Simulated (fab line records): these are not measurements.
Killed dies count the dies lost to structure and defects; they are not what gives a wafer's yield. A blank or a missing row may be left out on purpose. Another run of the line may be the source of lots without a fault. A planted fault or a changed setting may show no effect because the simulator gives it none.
fab line records || flow nand_harc
record: {"lots": 5, "wafers": 15, "last_day": 24}
route steps=1159 shown A_CONTACT@889 END@1159
lots that met no fault: from a run of the same line without faults
start_h: start of the lot's first displayed wafer, in hours after the record's first day || wait_h: hours elapsed since this lot's preceding step || " as in the row above || L1.1+2: a row that stands for several wafers || - either no value or no given start || * or withheld: withheld || < > ~ a bound
route shown NAME@n: NAME is a module with steps in the file, n the number in the route of the first one || usual: mean and standard deviation over wafers with no fault || same: alike in all rows || chamber/n: place in a boat || sites: readings site by site || _std_site: standard deviation of those values || _edge_site: mean of outer sites minus mean of inner sites || radius_mm: how far each site lies from the wafer's centre || mask NAME#n: copy n || behind: the tool/chamber that last shaped the wafer || hold: what put the lot on hold/how long, in hours/how the hold closed || device: the transistor (n, p or np) that didn't switch || end of line: tests of these same wafers at the route's end || for a step that has no rows: nothing shown but its recipe || killed: dies that structure and defects cost at the first sort, which is not the same as the wafer's yield || map: the dies of a wafer, with x for killed, . for not killed, _ for no die there
set.NAME: the setting the step ran with; set.NAME@STEP: the setting that earlier step ran with || model.NAME: the simulator's own value behind a step, which no gauge read
a table for each step, a row for each wafer; lots at some steps of the route
services: from which hour (start_h, from the record's first day; less than 0 if before it) a tool's chamber was out of use, for how many hours, and why
== steps ==
step: NHARC_A_CONTACT_COAT_62
recipe: {"temp_c": 225, "time_s": 65}
step: NHARC_A_CONTACT_COAT_63
recipe: {"spin_rpm": 1500, "resist_thk_nm": 90}
step: NHARC_A_CONTACT_SOFTBAKE_64
recipe: {"temp_c": 105, "time_s": 55}
step: NHARC_A_CONTACT_EBR_65
step: NHARC_A_CONTACT_EXPOSE_66
recipe: {"na": 1.35, "sigma_outer": 0.8, "dose_mj": 59.02, "mask_id": "A_CC_2"}
step: NHARC_A_CONTACT_PEB_67
recipe: {"peb_temp_c": 100, "peb_time_s": 65}
step: NHARC_A_CONTACT_DEVELOP_68
recipe: {"develop_time_s": 35, "dev_temp_c": 23}
step: NHARC_A_CONTACT_DESCUM_74
recipe: {"time_s": 3, "o2_flow_sccm": 200, "ar_flow_sccm": 0, "bias_power_w": 0, "chemistry": "O2"}
step: NHARC_A_CONTACT_ETCH_75
recipe: {"target_depth_a": 390, "over_etch_frac": 0.3, "time_s": 65, "ion_energy_ev": 80, "cf4_flow_sccm": 150, "ar_flow_sccm": 0, "rf_w": 300, "bias_w": 100, "chemistry": "CF4"}
step: NHARC_A_CONTACT_ETCH_76
recipe: {"target_depth_a": 2600, "over_etch_frac": 0.3, "time_s": 475.3, "ion_energy_ev": 200, "n2_flow_sccm": 150, "h2_flow_sccm": 150, "ar_flow_sccm": 0, "rf_w": 400, "bias_w": 150, "chemistry": "N2/H2"}
usual: {"drypump_motor_current_A": "5.7/0.55", "oes_product_au": "0.998/0.013", "rf_vpp_V": "431.3/2.2", "showerhead_plenum_p_Torr": "2.06/0.07", "throttle_valve_pct": "14.170/0.0084"}
same: {"over_etch_frac": 0.3}
{"lot.wafer": "L942.2", "tool": "rie_diel-04", "chamber": 0, "start_h": 417.86, "wait_h": "-", "drypump_motor_current_A": 6.0, "oes_product_au": 1.011, "rf_hours_counter_h": 18, "rf_vpp_V": 430.7, "showerhead_plenum_p_Torr": 2.01, "throttle_valve_pct": 14.189}
{"lot.wafer": "L942.3", "tool": "rie_diel-04", "chamber": 1, "start_h": 417.86, "wait_h": "-", "drypump_motor_current_A": 5.1, "oes_product_au": 0.984, "rf_hours_counter_h": 19, "rf_vpp_V": 431.4, "showerhead_plenum_p_Torr": 2.02, "throttle_valve_pct": 14.176}
{"lot.wafer": "L942.5", "tool": "rie_diel-04", "chamber": 0, "start_h": 417.86, "wait_h": "-", "drypump_motor_current_A": 5.9, "oes_product_au": 1.011, "rf_hours_counter_h": "-", "rf_vpp_V": 430.2, "showerhead_plenum_p_Torr": 2.01, "throttle_valve_pct": 14.160}
{"lot.wafer": "L947.3", "tool": "rie_diel-04", "chamber": 3, "start_h": 453.67, "wait_h": "-", "drypump_motor_current_A": 5.5, "oes_product_au": 1.011, "rf_hours_counter_h": 25, "rf_vpp_V": 432.7, "showerhead_plenum_p_Torr": 2.14, "throttle_valve_pct": 14.177}
{"lot.wafer": "L947.2", "tool": "rie_diel-04", "chamber": 2, "start_h": 453.67, "wait_h": "-", "drypump_motor_current_A": 5.8, "oes_product_au": 1.005, "rf_hours_counter_h": 25, "rf_vpp_V": 432.6, "showerhead_plenum_p_Torr": 2.09, "throttle_valve_pct": 14.151}
{"lot.wafer": "L947.5", "tool": "rie_diel-04", "chamber": 3, "start_h": 453.67, "wait_h": "-", "drypump_motor_current_A": 5.5, "oes_product_au": 0.999, "rf_hours_counter_h": "-", "rf_vpp_V": 432.7, "showerhead_plenum_p_Torr": 2.14, "throttle_valve_pct": 14.178}
{"lot.wafer": "L946.3", "tool": "rie_diel-04", "chamber": 3, "start_h": 454.19, "wait_h": "-", "drypump_motor_current_A": 5.4, "oes_product_au": 1.006, "rf_hours_counter_h": 26, "rf_vpp_V": 433.4, "showerhead_plenum_p_Torr": 2.14, "throttle_valve_pct": 14.175}
{"lot.wafer": "L946.4", "tool": "rie_diel-04", "chamber": 1, "start_h": 454.19, "wait_h": "-", "drypump_motor_current_A": 5.1, "oes_product_au": 0.968, "rf_hours_counter_h": "-", "rf_vpp_V": 429.5, "showerhead_plenum_p_Torr": 2.02, "throttle_valve_pct": 14.166}
{"lot.wafer": "L946.6", "tool": "rie_diel-04", "chamber": 2, "start_h": 454.19, "wait_h": "-", "drypump_motor_current_A": 5.8, "oes_product_au": 1.001, "rf_hours_counter_h": "-", "rf_vpp_V": 432.8, "showerhead_plenum_p_Torr": 2.09, "throttle_valve_pct": 14.172}
{"lot.wafer": "L945.4", "tool": "rie_diel-04", "chamber": 3, "start_h": 465.33, "wait_h": "-", "drypump_motor_current_A": 5.5, "oes_product_au": 1.010, "rf_hours_counter_h": 31, "rf_vpp_V": 433.6, "showerhead_plenum_p_Torr": 2.14, "throttle_valve_pct": 14.169}
{"lot.wafer": "L945.5", "tool": "rie_diel-04", "chamber": 2, "start_h": 465.33, "wait_h": "-", "drypump_motor_current_A": 5.8, "oes_product_au": 1.007, "rf_hours_counter_h": "-", "rf_vpp_V": 432.5, "showerhead_plenum_p_Torr": 2.09, "throttle_valve_pct": 14.161}
{"lot.wafer": "L945.6", "tool": "rie_diel-04", "chamber": 3, "start_h": 465.33, "wait_h": "-", "drypump_motor_current_A": 5.5, "oes_product_au": 1.013, "rf_hours_counter_h": "-", "rf_vpp_V": 432.7, "showerhead_plenum_p_Torr": 2.14, "throttle_valve_pct": 14.162}
{"lot.wafer": "L957.2", "tool": "rie_diel-05", "chamber": 1, "start_h": 516.71, "wait_h": "-", "drypump_motor_current_A": 5.2, "oes_product_au": 0.979, "rf_hours_counter_h": 62, "rf_vpp_V": 434.3, "showerhead_plenum_p_Torr": 2.17, "throttle_valve_pct": 14.168}
{"lot.wafer": "L957.1", "tool": "rie_diel-05", "chamber": 3, "start_h": 516.71, "wait_h": "-", "drypump_motor_current_A": 6.3, "oes_product_au": 1.005, "rf_hours_counter_h": 64, "rf_vpp_V": 427.2, "showerhead_plenum_p_Torr": 1.96, "throttle_valve_pct": 14.171}
{"lot.wafer": "L957.5", "tool": "rie_diel-05", "chamber": 0, "start_h": 516.71, "wait_h": "-", "drypump_motor_current_A": 6.3, "oes_product_au": 0.986, "rf_hours_counter_h": "-", "rf_vpp_V": 428.8, "showerhead_plenum_p_Torr": 1.98, "throttle_valve_pct": 14.180}
step: NHARC_A_CONTACT_ETCH_77
recipe: {"target_depth_a": 726, "time_s": 36.3, "cf4_flow_sccm": 100, "chf3_flow_sccm": 30, "ar_flow_sccm": 0, "rf_w": 500, "bias_w": 200, "chemistry": "CF4/CHF3"}
step: NHARC_A_CONTACT_ETCH_78
recipe: {"target_depth_a": 28000, "over_etch_frac": 0.3, "time_s": 728, "ion_energy_ev": 150, "o2_flow_sccm": 400, "cos_flow_sccm": 20, "ar_flow_sccm": 0, "rf_w": 500, "bias_w": 300, "chemistry": "O2/COS"}
step: NHARC_A_CONTACT_ETCH_124
recipe: {"source_w": "withheld", "pressure_mtorr": 20, "bias_v": "withheld", "time_s": 140, "target_depth_a": 7000, "ar_flow_sccm": "withheld", "c4f8_flow_sccm": "withheld", "o2_flow_sccm": "withheld", "chemistry": "C4F8/O2/Ar"}
step: NHARC_A_CONTACT_ETCH_125
recipe: {"source_w": "withheld", "pressure_mtorr": 20, "bias_v": 1200, "time_s": 155, "target_depth_a": 9560, "ar_flow_sccm": "withheld", "c4f8_flow_sccm": "withheld", "o2_flow_sccm": "withheld", "chemistry": "C4F8/O2/Ar"}
step: NHARC_A_CONTACT_ETCH_126
recipe: {"source_w": "withheld", "pressure_mtorr": 20, "bias_v": 1200, "time_s": 155, "target_depth_a": 9560, "ar_flow_sccm": "withheld", "c4f8_flow_sccm": "withheld", "o2_flow_sccm": "withheld", "chemistry": "C4F8/O2/Ar"}
step: NHARC_A_CONTACT_ETCH_127
recipe: {"source_w": "withheld", "pressure_mtorr": 20, "bias_v": 1200, "time_s": 155, "target_depth_a": 9560, "ar_flow_sccm": "withheld", "c4f8_flow_sccm": "withheld", "o2_flow_sccm": "withheld", "chemistry": "C4F8/O2/Ar"}
step: NHARC_A_CONTACT_ETCH_128
recipe: {"source_w": "withheld", "pressure_mtorr": 20, "bias_v": 1200, "time_s": 155, "target_depth_a": 9560, "ar_flow_sccm": "withheld", "c4f8_flow_sccm": "withheld", "o2_flow_sccm": "withheld", "chemistry": "C4F8/O2/Ar"}
step: NHARC_A_CONTACT_ETCH_129
recipe: {"source_w": "withheld", "pressure_mtorr": 20, "bias_v": 1200, "time_s": 155, "target_depth_a": 9560, "ar_flow_sccm": "withheld", "c4f8_flow_sccm": "withheld", "o2_flow_sccm": "withheld", "chemistry": "C4F8/O2/Ar"}
step: NHARC_A_CONTACT_ETCH_130
recipe: {"source_w": "withheld", "pressure_mtorr": 20, "bias_v": 1200, "time_s": 155, "target_depth_a": 9560, "ar_flow_sccm": "withheld", "c4f8_flow_sccm": "withheld", "o2_flow_sccm": "withheld", "chemistry": "C4F8/O2/Ar"}
step: NHARC_A_CONTACT_ETCH_131
recipe: {"source_w": "withheld", "pressure_mtorr": 20, "bias_v": 1200, "time_s": 155, "target_depth_a": 9560, "ar_flow_sccm": "withheld", "c4f8_flow_sccm": "withheld", "o2_flow_sccm": "withheld", "chemistry": "C4F8/O2/Ar"}
step: NHARC_A_CONTACT_ETCH_132
recipe: {"source_w": "withheld", "pressure_mtorr": 20, "bias_v": 1200, "time_s": 156, "target_depth_a": 9580, "ar_flow_sccm": "withheld", "c4f8_flow_sccm": "withheld", "o2_flow_sccm": "withheld", "chemistry": "C4F8/O2/Ar"}
step: NHARC_A_CONTACT_ETCH_133
recipe: {"source_w": "withheld", "pressure_mtorr": 20, "bias_v": 400, "time_s": 195, "target_depth_a": 8400, "ar_flow_sccm": "withheld", "c4f8_flow_sccm": 11.5, "o2_flow_sccm": 7.2, "chemistry": "C4F8/O2/Ar"}
step: NHARC_A_CONTACT_ETCH_91
recipe: {"target_depth_a": 400, "over_etch_frac": 0.5, "time_s": 85.7, "ion_energy_ev": 120, "ch3f_flow_sccm": 50, "o2_flow_sccm": 30, "ar_flow_sccm": 200, "rf_w": 500, "bias_w": 100, "chemistry": "CH3F/O2"}
step: NHARC_A_CONTACT_ETCH_97
recipe: {"target_depth_a": 200, "over_etch_frac": 0.5, "time_s": 10, "ion_energy_ev": 250, "c4f6_flow_sccm": 25, "o2_flow_sccm": 20, "ar_flow_sccm": 500, "rf_w": 600, "bias_w": 500, "chemistry": "C4F6/O2"}
step: NHARC_A_CONTACT_STRIP_103
recipe: {"n2_flow_sccm": 150, "h2_flow_sccm": 150, "ar_flow_sccm": 0, "bias_w": 0, "chemistry": "N2/H2"}
step: NHARC_A_CONTACT_STRIP_104
recipe: {"cf4_flow_sccm": 100, "chf3_flow_sccm": 30, "ar_flow_sccm": 0, "bias_w": 0, "chemistry": "CF4/CHF3"}
step: NHARC_A_CONTACT_STRIP_105
recipe: {"o2_flow_sccm": 400, "cos_flow_sccm": 20, "ar_flow_sccm": 0, "bias_w": 0, "chemistry": "O2/COS"}
step: NHARC_A_CONTACT_ETCH_106
recipe: {"target_depth_a": 600, "overetch_a": 60, "time_s": 33, "ion_energy_ev": 100, "cf4_flow_sccm": 80, "o2_flow_sccm": 20, "ar_flow_sccm": 0, "rf_w": 300, "bias_w": 100, "chemistry": "CF4/O2"}
step: NHARC_A_CONTACT_STRIP_82
recipe: {"o2_flow_sccm": 500, "ar_flow_sccm": 0, "bias_w": 0, "chemistry": "O2"}
step: NHARC_A_CONTACT_STRIP_83
recipe: {"time_s": 600, "temp_c": 30, "chemistry": "post_etch_residue_remover"}
step: NHARC_A_CONTACT_DEP_84
recipe: {"target_thk_a": 20000, "temp_c": 400, "material": "aC"}
step: NHARC_A_CONTACT_DEP_85
recipe: {"target_thk_a": 500, "target_thk_nm": 50, "temp_c": 400, "pressure_torr": 3.5, "flow_sccm": 200, "rf_w": 350, "material": "SiON"}
step: NHARC_A_CONTACT_DEHYDRATE_00
recipe: {"temp_c": 150, "time_s": 120}
step: NHARC_A_CONTACT_HMDS_01
recipe: {"time_s": 30}
step: NHARC_A_CONTACT_COAT_86
recipe: {"temp_c": 260, "time_s": 75}
step: NHARC_A_CONTACT_COAT_87
recipe: {"temp_c": 225, "time_s": 65}
step: NHARC_A_CONTACT_COAT_02
recipe: {"spin_rpm": 1500, "resist_thk_nm": 90}
step: NHARC_A_CONTACT_SOFTBAKE_03
recipe: {"temp_c": 105, "time_s": 55}
step: NHARC_A_CONTACT_DESCUM_13
recipe: {"time_s": 3, "o2_flow_sccm": 200, "ar_flow_sccm": 0, "bias_power_w": 0, "chemistry": "O2"}
usual: {"drypump_motor_current_A": "5.6/0.47", "oes_product_au": "1.000/0.014", "rf_vpp_V": "57.9/0.78", "showerhead_plenum_p_Torr": "1.94/0.058", "throttle_valve_pct": "11.311/0.0087"}
{"lot.wafer": "L942.2", "tool": "rie_diel-04", "chamber": 3, "start_h": 424.68, "wait_h": 0.1, "hold": "-", "drypump_motor_current_A": 5.5, "oes_product_au": 1.011, "rf_hours_counter_h": 21, "rf_vpp_V": 58.0, "showerhead_plenum_p_Torr": 2.01, "throttle_valve_pct": 11.313}
{"lot.wafer": "L942.3", "tool": "rie_diel-04", "chamber": 0, "start_h": 424.68, "wait_h": 0.1, "hold": "-", "drypump_motor_current_A": 6.0, "oes_product_au": 1.019, "rf_hours_counter_h": 20, "rf_vpp_V": 56.9, "showerhead_plenum_p_Torr": 1.89, "throttle_valve_pct": 11.297}
{"lot.wafer": "L942.5", "tool": "rie_diel-04", "chamber": 0, "start_h": 424.68, "wait_h": 0.1, "hold": "-", "drypump_motor_current_A": 5.9, "oes_product_au": 1.009, "rf_hours_counter_h": "-", "rf_vpp_V": 59.1, "showerhead_plenum_p_Torr": 1.89, "throttle_valve_pct": 11.314}
{"lot.wafer": "L946.4", "tool": "rie_diel-04", "chamber": 3, "start_h": 463.67, "wait_h": 2.3, "hold": "await_dispo/2.2h/release", "drypump_motor_current_A": 5.5, "oes_product_au": 1.013, "rf_hours_counter_h": 28, "rf_vpp_V": 57.7, "showerhead_plenum_p_Torr": 2.00, "throttle_valve_pct": 11.314}
{"lot.wafer": "L946.3", "tool": "rie_diel-04", "chamber": 2, "start_h": 463.67, "wait_h": 2.3, "hold": "await_dispo/2.2h/release", "drypump_motor_current_A": 5.8, "oes_product_au": 1.004, "rf_hours_counter_h": 27, "rf_vpp_V": 58.4, "showerhead_plenum_p_Torr": 1.96, "throttle_valve_pct": 11.308}
{"lot.wafer": "L946.6", "tool": "rie_diel-04", "chamber": 0, "start_h": 463.67, "wait_h": 2.3, "hold": "await_dispo/2.2h/release", "drypump_motor_current_A": 6.0, "oes_product_au": 1.012, "rf_hours_counter_h": "-", "rf_vpp_V": 56.0, "showerhead_plenum_p_Torr": 1.88, "throttle_valve_pct": 11.313}
{"lot.wafer": "L947.2", "tool": "rie_diel-04", "chamber": 2, "start_h": 475.10, "wait_h": 13.1, "hold": "await_dispo/4.6h/release", "drypump_motor_current_A": 5.8, "oes_product_au": 1.011, "rf_hours_counter_h": 28, "rf_vpp_V": 59.3, "showerhead_plenum_p_Torr": 1.96, "throttle_valve_pct": 11.318}
{"lot.wafer": "L947.3", "tool": "rie_diel-04", "chamber": 0, "start_h": 475.10, "wait_h": 13.1, "hold": "await_dispo/4.6h/release", "drypump_motor_current_A": 5.9, "oes_product_au": 1.003, "rf_hours_counter_h": 25, "rf_vpp_V": 57.5, "showerhead_plenum_p_Torr": 1.88, "throttle_valve_pct": 11.304}
{"lot.wafer": "L947.5", "tool": "rie_diel-04", "chamber": 1, "start_h": 475.10, "wait_h": 13.1, "hold": "await_dispo/4.6h/release", "drypump_motor_current_A": 5.0, "oes_product_au": 0.968, "rf_hours_counter_h": "-", "rf_vpp_V": 58.2, "showerhead_plenum_p_Torr": 1.90, "throttle_valve_pct": 11.324}
{"lot.wafer": "L945.4", "tool": "rie_diel-05", "chamber": 0, "start_h": 481.70, "wait_h": 7.7, "hold": "await_dispo/7.3h/release", "drypump_motor_current_A": 6.3, "oes_product_au": 0.986, "rf_hours_counter_h": 50, "rf_vpp_V": 57.2, "showerhead_plenum_p_Torr": 1.86, "throttle_valve_pct": 11.311}
{"lot.wafer": "L945.6", "tool": "rie_diel-05", "chamber": 0, "start_h": 481.70, "wait_h": 7.7, "hold": "await_dispo/7.3h/release", "drypump_motor_current_A": 6.3, "oes_product_au": 0.986, "rf_hours_counter_h": "-", "rf_vpp_V": 57.6, "showerhead_plenum_p_Torr": 1.86, "throttle_valve_pct": 11.307}
{"lot.wafer": "L945.5", "tool": "rie_diel-05", "chamber": 1, "start_h": 481.70, "wait_h": 7.7, "hold": "await_dispo/7.3h/release", "drypump_motor_current_A": 5.2, "oes_product_au": 0.986, "rf_hours_counter_h": "-", "rf_vpp_V": 58.6, "showerhead_plenum_p_Torr": 2.04, "throttle_valve_pct": 11.311}
{"lot.wafer": "L957.1", "tool": "rie_diel-04", "chamber": 1, "start_h": 523.29, "wait_h": 0.2, "hold": "-", "drypump_motor_current_A": 5.1, "oes_product_au": 1.001, "rf_hours_counter_h": 8, "rf_vpp_V": 58.0, "showerhead_plenum_p_Torr": 1.89, "throttle_valve_pct": 11.304}
{"lot.wafer": "L957.2", "tool": "rie_diel-04", "chamber": 2, "start_h": 523.29, "wait_h": 0.2, "hold": "-", "drypump_motor_current_A": 5.8, "oes_product_au": 1.015, "rf_hours_counter_h": 9, "rf_vpp_V": 58.9, "showerhead_plenum_p_Torr": 1.96, "throttle_valve_pct": 11.298}
{"lot.wafer": "L957.5", "tool": "rie_diel-04", "chamber": 1, "start_h": 523.29, "wait_h": 0.2, "hold": "-", "drypump_motor_current_A": 5.1, "oes_product_au": 0.996, "rf_hours_counter_h": "-", "rf_vpp_V": 57.8, "showerhead_plenum_p_Torr": 1.89, "throttle_valve_pct": 11.311}
step: NHARC_END_SORT_01
recipe: {"temp_c": 25}
usual: {"killed_at_array": "28/10", "killed_at_other": "0.6/1.1", "killed_at_periphery": "3.6/2.6", "killed_dies": "32/10", "killed_open": "3.3/1.8", "killed_short": "1.9/1.4"}
same: {"gross_dies": 677}
{"lot.wafer": "L946.3", "tool": "prober-02", "chamber": 0, "start_h": 530.14, "wait_h": 3.1, "killed_at_array": 91, "killed_at_other": 2, "killed_at_periphery": 2, "killed_dies": 95, "killed_open": 2, "killed_short": 0}
{"lot.wafer": "L946.4", "tool": "prober-02", "chamber": 0, "start_h": 530.95, "wait_h": 3.4, "killed_at_array": 113, "killed_at_other": 0, "killed_at_periphery": 3, "killed_dies": 116, "killed_open": 1, "killed_short": 1}
{"lot.wafer": "L946.6", "tool": "prober-02", "chamber": 0, "start_h": 532.56, "wait_h": 4.0, "killed_at_array": 95, "killed_at_other": 1, "killed_at_periphery": 6, "killed_dies": 102, "killed_open": 3, "killed_short": 2}
{"lot.wafer": "L947.2", "tool": "prober-01", "chamber": 0, "start_h": 550.39, "wait_h": 2.8, "killed_at_array": 90, "killed_at_other": 1, "killed_at_periphery": 3, "killed_dies": 94, "killed_open": 3, "killed_short": 2}
{"lot.wafer": "L947.3", "tool": "prober-01", "chamber": 0, "start_h": 551.18, "wait_h": 3.1, "killed_at_array": 94, "killed_at_other": 1, "killed_at_periphery": 2, "killed_dies": 97, "killed_open": 6, "killed_short": 3}
{"lot.wafer": "L947.5", "tool": "prober-01", "chamber": 0, "start_h": 552.77, "wait_h": 3.7, "killed_at_array": 67, "killed_at_other": 0, "killed_at_periphery": 3, "killed_dies": 70, "killed_open": 2, "killed_short": 2}
{"lot.wafer": "L945.4", "tool": "prober-01", "chamber": 0, "start_h": 560.01, "wait_h": 3.4, "killed_at_array": 70, "killed_at_other": 0, "killed_at_periphery": 2, "killed_dies": 72, "killed_open": 1, "killed_short": 2}
{"lot.wafer": "L945.5", "tool": "prober-01", "chamber": 0, "start_h": 560.81, "wait_h": 3.7, "killed_at_array": 67, "killed_at_other": 1, "killed_at_periphery": 2, "killed_dies": 70, "killed_open": 2, "killed_short": 1}
{"lot.wafer": "L945.6", "tool": "prober-01", "chamber": 0, "start_h": 561.61, "wait_h": 4.0, "killed_at_array": 77, "killed_at_other": 1, "killed_at_periphery": 3, "killed_dies": 81, "killed_open": 5, "killed_short": 1}
killed by level:class
L946.3 A_CONTACT:unspecified=63 A_CHANNEL_HOLE_D1:chamber_film_flake=21 A_STAIRCASE:chamber_film_flake=3 P_GATE:chamber_film_flake=2 THIN_TSV:chamber_film_flake=2 A_WL_FILL:geometric_particle:open=1 A_M0:geometric_particle:open=1 A_CHANNEL_FILL_D1:chamber_film_flake=1
L946.4 A_CONTACT:unspecified=85 A_CHANNEL_HOLE_D1:chamber_film_flake=19 P_GATE:chamber_film_flake=3 A_CHANNEL_FILL_D1:chamber_film_flake=3 A_CONTACT:chamber_film_flake=2 A_SOURCE_PLATE:geometric_particle:short=1 A_STAIRCASE:geometric_particle:open=1 A_ZERO_WELL:chamber_film_flake=1
L946.6 A_CONTACT:unspecified=66 A_CHANNEL_HOLE_D1:chamber_film_flake=24 P_CONTACT:geometric_particle:short=2 P_GATE:chamber_film_flake=2 P_M1:geometric_particle:open=1 A_CONTACT:geometric_particle:open=1 A_M0:geometric_particle:open=1 P_BONDPAD:chamber_film_flake=1
L947.2 A_CONTACT:unspecified=67 A_SLIT:chamber_film_flake=10 A_CHANNEL_HOLE_D1:chamber_film_flake=5 A_CONTACT:chamber_film_flake=3 A_STAIRCASE:chamber_film_flake=2 P_GATE:geometric_particle:open=1 P_M0:geometric_particle:open=1 A_CHANNEL_HOLE_D1:geometric_particle:short=1
L947.3 A_CONTACT:unspecified=58 A_SLIT:chamber_film_flake=18 A_STAIRCASE:chamber_film_flake=4 A_CHANNEL_HOLE_D1:chamber_film_flake=3 A_CONTACT:geometric_particle:open=2 A_WL_FILL:chamber_film_flake=2 P_CONTACT:geometric_particle:open=1 P_CONTACT:geometric_particle:short=1
L947.5 A_CONTACT:unspecified=54 A_SLIT:chamber_film_flake=8 A_STAIRCASE:chamber_film_flake=2 P_GATE:geometric_particle:short=1 P_CONTACT:geometric_particle:open=1 A_ONON_D1:geometric_particle:short=1 A_CHANNEL_FILL_D1:geometric_particle:open=1 P_ZERO_WELL:chamber_film_flake=1
L945.4 A_CONTACT:unspecified=59 A_CHANNEL_HOLE_D1:chamber_film_flake=5 A_CONTACT:chamber_film_flake=3 P_CONTACT:geometric_particle:open=1 A_CHANNEL_HOLE_D1:geometric_particle:short=1 A_CONTACT:geometric_particle:short=1 P_ZERO_WELL:chamber_film_flake=1 A_ZERO_WELL:chamber_film_flake=1
L945.5 A_CONTACT:unspecified=56 A_CHANNEL_HOLE_D1:chamber_film_flake=7 P_CONTACT:geometric_particle:open=1 A_ONON_D1:geometric_particle:open=1 A_CHANNEL_FILL_D1:geometric_particle:short=1 P_ZERO_WELL:chamber_film_flake=1 A_ZERO_WELL:chamber_film_flake=1 THIN_TSV:chamber_film_flake=1
L945.6 A_CONTACT:unspecified=60 A_CHANNEL_HOLE_D1:chamber_film_flake=4 A_STAIRCASE:chamber_film_flake=3 A_CONTACT:chamber_film_flake=3 P_CONTACT:geometric_particle:open=2 A_CHANNEL_FILL_D1:geometric_particle:open=2 A_SLIT:chamber_film_flake=2 A_BLC:geometric_particle:open=1
map L945.6 (x killed, . not)
____________.____________
_________......._________
_______..........._______
______.............______
_____..............._____
____...............x.____
____................x____
___.....x.........xxxx___
___...............xxxx___
__..x.............xxxxx__
__...............xxxxxx__
_....xx...........xxxxxx_
_..........x......xxxxxx_
_.........x.......xxxxxx_
_.................xxxxxx_
_..x...............xxxxx_
................x...x.xxx
....................xxx.x
.....................x...
.........................
....................x....
_..........x............_
_.......xx.............._
_...........x..........._
_.......x..............._
_......................._
__x....................__
__...x.......x.........__
___...................___
___..x...........x....___
____.................____
____.................____
_____........x......_____
______.............______
_______.......x..._______
_________..x...._________
____________.____________
map L946.4 (x killed, . not)
____________.____________
_________......._________
_______..........._______
______.............______
_____....x.........._____
____.................____
____.................____
___...................___
___...................___
__.....................__
__.....................__
_...........x..........._
_......................._
_......................._
_......................._
_..........x............_
....x..............x.....
.x..............xx.x..x..
......x....x.....xx......
........x.xx.....x.......
.........x......x........
_.xx.xx.x.xx..x...x.x..._
_...xxxxxx..x....xx....._
_.....xxxxxx....x.x....._
_..xxxxxxxxx.......xx..._
_...xxxxxxxxx...x..x...._
__..xxxxxxxx...........__
__..xxxxxxxx...........__
___.xxxxxxxxx.........___
___..xxxxxxx..........___
____.xxxxx...........____
____.xxxxx...........____
_____...xxx........._____
______.x...........______
_______..x........_______
_________......._________
____________.____________
== services ==
{"tool": "rie_diel-04", "chamber": 0, "start_h": 396.21, "hours": "-", "kind": "clean"}
{"tool": "rie_diel-04", "chamber": 1, "start_h": 396.21, "hours": "-", "kind": "clean"}
{"tool": "rie_diel-04", "chamber": 2, "start_h": 396.21, "hours": "-", "kind": "clean"}
{"tool": "rie_diel-04", "chamber": 3, "start_h": 396.21, "hours": "-", "kind": "clean"}
{"tool": "rie_diel-04", "chamber": 0, "start_h": 420.79, "hours": "-", "kind": "clean"}
{"tool": "rie_diel-04", "chamber": 1, "start_h": 420.79, "hours": "-", "kind": "clean"}
{"tool": "rie_diel-04", "chamber": 2, "start_h": 420.79, "hours": "-", "kind": "clean"}
{"tool": "rie_diel-04", "chamber": 3, "start_h": 420.79, "hours": "-", "kind": "clean"}
{"tool": "rie_diel-04", "chamber": 0, "start_h": 445.29, "hours": "-", "kind": "clean"}
{"tool": "rie_diel-04", "chamber": 1, "start_h": 445.29, "hours": "-", "kind": "clean"}
{"tool": "rie_diel-04", "chamber": 2, "start_h": 445.29, "hours": "-", "kind": "clean"}
{"tool": "rie_diel-04", "chamber": 3, "start_h": 445.29, "hours": "-", "kind": "clean"}
{"tool": "rie_diel-04", "chamber": 0, "start_h": 449.74, "hours": 7.2, "kind": "repair"}
{"tool": "rie_diel-04", "chamber": "-", "start_h": 466.09, "hours": 9.0, "kind": "pm"}
{"tool": "rie_diel-04", "chamber": 0, "start_h": 466.09, "hours": 9.0, "kind": "vent_cycle"}
{"tool": "rie_diel-04", "chamber": 1, "start_h": 466.09, "hours": 9.0, "kind": "vent_cycle"}
{"tool": "rie_diel-04", "chamber": 2, "start_h": 466.09, "hours": 9.0, "kind": "vent_cycle"}
{"tool": "rie_diel-04", "chamber": 3, "start_h": 466.09, "hours": 9.0, "kind": "vent_cycle"}
{"tool": "rie_diel-04", "chamber": 0, "start_h": 475.09, "hours": "-", "kind": "clean"}
{"tool": "rie_diel-04", "chamber": 1, "start_h": 475.09, "hours": "-", "kind": "clean"}
{"tool": "rie_diel-04", "chamber": 2, "start_h": 475.09, "hours": "-", "kind": "clean"}
{"tool": "rie_diel-04", "chamber": 3, "start_h": 475.09, "hours": "-", "kind": "clean"}
{"tool": "rie_diel-05", "chamber": 2, "start_h": 515.72, "hours": 8.9, "kind": "repair"}
{"tool": "rie_diel-05", "chamber": "-", "start_h": 517.62, "hours": 9.0, "kind": "pm"}
== key ==
first_sign: {"step": "NHARC_END_SORT_01", "reading": "killed_at_array", "direction": "up", "sigmas": 5.6, "usual": 28, "struck": 85}
effect: {"step": "NHARC_END_SORT_01", "reading": "killed_dies", "direction": "up", "sigmas": 5.5, "usual": 32, "struck": 89}
more_kills_born_at: {"NHARC_A_CONTACT_ETCH_76@rie_diel-04": 568}
met_at NHARC_A_CONTACT_ETCH_76
struck_wafers L945.4,L945.5,L945.6,L946.3,L946.4,L946.6,L947.2,L947.3,L947.5
tester_left_out L945,L946,L947
fault: {"kind": "chamber_particle_source", "tool": "rie_diel-04", "chamber": "-", "onset_h": 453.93, "steps": "NHARC_A_CONTACT_ETCH_76", "rate_per_visit_cm2": 0.78053, "end_h": 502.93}
tester_left_out: of these lots the tester's yield and bins aren't shown, on N5 and GAA mostly nor the transistor test; their killed dies are dies lost to structure and defects alone, not to doping, threshold or leakage, so they don't give the yield
